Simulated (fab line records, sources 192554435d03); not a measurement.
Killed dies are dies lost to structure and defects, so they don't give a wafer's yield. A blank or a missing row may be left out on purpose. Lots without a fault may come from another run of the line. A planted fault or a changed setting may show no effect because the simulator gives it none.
Chamber matching | flow n5_finfet | N5_SD_EPI_N_SD_RECESS_17 on rie_si-03: 4 sister chambers
The step chemistry HBr/Cl2/O2, target depth 41 nm, time 23.7 s, bt time 3 s. 16 wafers are shown with their chamber, then 8 later ones without.

WAFERS WITH THEIR CHAMBER
wafer  | chamber | throttle_valve_pct (%) | drypump_motor_current_A (A) | oes_product_au (a.u.)
L075.1 | 1       | 37.8                   | 5.9                         | 1.010
L075.4 | 2       | 37.0                   | 5.9                         | 0.986
L075.6 | 2       | 37.1                   | 5.9                         | 0.992
L078.2 | 3       | 37.5                   | 5.8                         | 0.965
L078.4 | 0       | 37.2                   | 5.4                         | 0.985
L078.6 | 0       | 37.2                   | 5.4                         | 0.979
L080.1 | 2       | 37.1                   | 6.0                         | 0.989
L080.5 | 1       | 37.8                   | 5.9                         | 1.013
L080.6 | 2       | 37.0                   | 6.0                         | 0.997
L081.2 | 3       | 37.5                   | 5.8                         | 0.969
L081.3 | 0       | 37.2                   | 5.3                         | 0.991
L081.5 | 3       | 37.5                   | 5.8                         | 0.975
L082.1 | 0       | 37.2                   | 5.4                         | 0.993
L082.5 | 3       | 37.5                   | 5.8                         | 0.962
L082.6 | 0       | 37.2                   | 5.4                         | 0.983
L088.3 | 0       | 37.2                   | 5.4                         | 0.977

SIGNATURES (means of the wafers above)
reading                 | chamber 0 | chamber 1 | chamber 2 | chamber 3 | scatter within a chamber
throttle_valve_pct      | 37.200    | 37.800    | 37.050    | 37.500    | 0.0289
drypump_motor_current_A | 5.383     | 5.900     | 5.950     | 5.800     | 0.0391
oes_product_au          | 0.98467   | 1.01150   | 0.99100   | 0.96775   | 0.00554
Rule: a wafer's distance from a chamber is the root of the sum, over the readings, of the square of ((its reading less the chamber's mean) divided by the reading's scatter). The wafer belongs to the nearest chamber; if the next one is less than 2 further off, it can't be placed. The scatter: the root of (the sum of the squares of (reading less its chamber's mean) over the shown wafers, divided by (wafers less chambers)).

WAFERS WITHOUT THEIR CHAMBER
wafer  | throttle_valve_pct (%) | drypump_motor_current_A (A) | oes_product_au (a.u.)
L088.4 | 37.8                   | 5.9                         | 1.009
L088.5 | 37.2                   | 5.4                         | 0.994
L090.2 | 37.0                   | 5.9                         | 0.989
L090.5 | 37.5                   | 5.8                         | 0.961
L090.6 | 37.0                   | 6.0                         | 0.984
L096.1 | 37.2                   | 5.4                         | 0.986
L096.2 | 37.8                   | 5.9                         | 1.018
L096.6 | 37.5                   | 5.8                         | 0.970

WHICH CHAMBER EACH WENT THROUGH
wafer  | from the rows above | in truth
L088.4 | 1                   | 1
L088.5 | 0                   | 0
L090.2 | 2                   | 2
L090.5 | 3                   | 3
L090.6 | 2                   | 2
L096.1 | 0                   | 0
L096.2 | 1                   | 1
L096.6 | 3                   | 3
Placed correctly: 8 of 8. Can't be placed from these rows: 0. Placed wrongly: 0.
